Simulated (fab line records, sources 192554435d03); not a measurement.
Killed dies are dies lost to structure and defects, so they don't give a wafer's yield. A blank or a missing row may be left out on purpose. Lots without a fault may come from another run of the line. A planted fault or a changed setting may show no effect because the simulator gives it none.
Split-lot experiment | flow n5_finfet | 7 lots, 39 wafers read, on a route of 1938 steps

THE SPLIT
At N5_BEOL_M3_PECVD_72 (deposits SiO2 from TEOS/O2, target thk 16 nm, time 18 s), the setting time_s was moved away from the recipe's 18 s on 15 of the 39 wafers read, by -50.4% to +55.9%. The other wafers ran this setting at the recipe's value.

The reading is taken at the split's own step.

THE READING
SiO2_of_BEOL_M3_PECVD_72.thk_nm (the simulator's own value, which no gauge read), in nm, at N5_BEOL_M3_PECVD_72 (deposits SiO2 from TEOS/O2, target thk 16 nm, time 18 s). The file gives no usual value for it. The 24 wafers here that ran the recipe average 16.0 nm, standard deviation 0.28 nm.

wafer  | tool, chamber at the split | time_s as run, s | against the recipe | SiO2_of_BEOL_M3_PECVD_72.thk_nm, nm | against lot-mates on the recipe
L076.1 | pecvd-02, 2                | 18               | recipe             | 16                                  | -
L076.3 | pecvd-02, 0                | 18               | recipe             | 16.2                                | -
L076.4 | pecvd-02, 1                | 18               | recipe             | 16.4                                | -
L081.1 | pecvd-02, 2,1              | 18               | recipe             | 16                                  | -
L081.5 | pecvd-02, 2,1              | 18               | recipe             | 16                                  | -
L081.2 | pecvd-02, 1                | 27.92            | +55.1%             | 24                                  | +7.9
L081.3 | pecvd-02, 2                | 27.92            | +55.1%             | 24.8                                | +8.7
L081.4 | pecvd-02, 1                | 27.92            | +55.1%             | 24.4                                | +8.3
L081.6 | pecvd-02, 2                | 18               | recipe             | 16.4                                | -
L084.1 | pecvd-03, 0                | 18               | recipe             | 15.6                                | -
L084.2 | pecvd-03, 1,2              | 18               | recipe             | 15.8                                | -
L084.3 | pecvd-03, 1,2              | 18               | recipe             | 15.8                                | -
L084.4 | pecvd-03, 2                | 22.76            | +26.4%             | 20                                  | +4.3
L084.5 | pecvd-03, 1                | 22.76            | +26.4%             | 20.4                                | +4.7
L084.6 | pecvd-03, 0                | 22.76            | +26.4%             | 20.2                                | +4.5
L086.1 | pecvd-02, 0,1,1            | 8.928            | -50.4%             | 8                                   | -8.1
L086.4 | pecvd-02, 0,1,1            | 8.928            | -50.4%             | 8                                   | -8.1
L086.5 | pecvd-02, 0,1,1            | 8.928            | -50.4%             | 8                                   | -8.1
L086.2 | pecvd-02, 1                | 18               | recipe             | 15.8                                | -
L086.3 | pecvd-02, 0                | 18               | recipe             | 16.4                                | -
L086.6 | pecvd-02, 0                | 18               | recipe             | 16.2                                | -
L087.1 | pecvd-04, 0,2              | 18               | recipe             | 16.2                                | -
L087.2 | pecvd-04, 0,2              | 18               | recipe             | 16.2                                | -
L087.3 | pecvd-04, 1                | 18               | recipe             | 15.8                                | -
L087.4 | pecvd-04, 2,0              | 18               | recipe             | 16.4                                | -
L087.6 | pecvd-04, 2,0              | 18               | recipe             | 16.4                                | -
L087.5 | pecvd-04, 1                | 18               | recipe             | 16                                  | -
L090.1 | pecvd-03, 2                | 28.06            | +55.9%             | 24                                  | +8.3
L090.2 | pecvd-03, 1                | 18               | recipe             | 15.8                                | -
L090.3 | pecvd-03, 0                | 18               | recipe             | 15.4                                | -
L090.4 | pecvd-03, 2,1              | 28.06            | +55.9%             | 24.6                                | +8.9
L090.5 | pecvd-03, 2,1              | 28.06            | +55.9%             | 24.6                                | +8.9
L090.6 | pecvd-03, 0                | 18               | recipe             | 16                                  | -
L096.1 | pecvd-03, 1,2              | 12.61            | -29.9%             | 11.2                                | -4.9
L096.3 | pecvd-03, 1,2              | 12.61            | -29.9%             | 11.2                                | -4.9
L096.2 | pecvd-03, 0                | 18               | recipe             | 15.8                                | -
L096.4 | pecvd-03, 1                | 18               | recipe             | 16.4                                | -
L096.5 | pecvd-03, 2                | 12.61            | -29.9%             | 11.4                                | -4.7
L096.6 | pecvd-03, 0                | 18               | recipe             | 16                                  | -
Where a row lists several chambers, the file gives one row for several wafers and doesn't say which wafer went through which chamber.

THE FIT
A straight line over all 39 wafers: SiO2_of_BEOL_M3_PECVD_72.thk_nm changes by +0.154 nm for each +1% of time_s; r = +1.00; the points scatter about the line by 0.28 nm.
The same after taking each lot's own level away (the mean of its wafers on the recipe; 39 wafers): +0.157 nm for each +1%; r = +1.00; scatter 0.27 nm.
On that fit, the largest move of time_s shifts the reading by 8.8 nm.
The lots' own levels span 15.73 to 16.20 nm, that is 1.7 times the standard deviation above.
So the lot-to-lot level changes the slope little: the two slopes agree.
Check: with one of the wafers moved furthest among these (+55.9%) left out of the fit, the line predicts +8.78 nm for it against its lot-mates. It came out at +8.27 nm against them.

OTHER SPLITS ON THESE WAFERS
These wafers also went through other splits before the reading. Each is held against what the fit with the lots' levels taken away leaves over:
other split on the same wafers                 | wafers away from the commonest value | r with SiO2_of_BEOL_M3_PECVD_72.thk_nm (lot level and that fit taken away)
N5_SDB_ETCH_25 time_s                          | 15                                   | -0.23
N5_MOL_CONTACT_COAG_VIA_ETCH_46 target_depth_a | 9                                    | -0.05
N5_BEOL_M2_VIA_ETCH_34 target_depth_a          | 12                                   | +0.12

THE FILE'S OWN FIT
SiO2_of_BEOL_M3_PECVD_72.thk_nm changes by +0.157 nm for each +1% of time_s, r = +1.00.
